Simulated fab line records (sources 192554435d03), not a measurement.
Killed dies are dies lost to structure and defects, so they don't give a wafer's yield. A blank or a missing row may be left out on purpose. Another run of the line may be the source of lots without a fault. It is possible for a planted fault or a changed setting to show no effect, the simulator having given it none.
Chamber matching | flow n5_finfet | 4 sister chambers for N5_BEOL_M3_DESCUM_16 on rie_diel-05
The step chemistry O2, time 7 s. 4 wafers are shown with their chamber, then 9 later ones without.

## WAFERS WITH THEIR CHAMBER
wafer  | chamber | drypump_motor_current_A (A)
L081.6 | 2       | 6.2
L087.1 | 1       | 5.6
L087.5 | 3       | 5.1
L087.6 | 0       | 5.2

## WAFERS WITHOUT THEIR CHAMBER
wafer  | drypump_motor_current_A (A)
L090.4 | 5.6
L090.5 | 5.1
L090.6 | 5.3
L092.4 | 5.6
L092.5 | 5.1
L092.6 | 6.2
L094.1 | 5.1
L094.2 | 6.2
L094.3 | 5.6

## CHAMBER TAKEN BY EACH
wafer  | from the rows above | in truth
L090.4 | 1                   | 1
L090.5 | 3                   | 3
L090.6 | 0                   | 0
L092.4 | 1                   | 1
L092.5 | 3                   | 3
L092.6 | 2                   | 2
L094.1 | 3                   | 3
L094.2 | 2                   | 2
L094.3 | 1                   | 1
Placed correctly: 9 of 9. Can't be placed from these rows: 0. Number placed wrongly: 0.
How it was worked out, from the rows above alone: a wafer's distance from a chamber is the root of the sum, over the readings, of the square of ((its reading less the chamber's mean) divided by the reading's scatter). If the next closest chamber is less than 2 further off than the closest, the wafer can't be placed; otherwise it belongs to the closest. For every chamber, the mean is computed from those of its wafers that are shown. The scatter (one wafer shown for each chamber): square how far every hidden wafer sits from the nearest shown wafer, average those squares and take the square root.
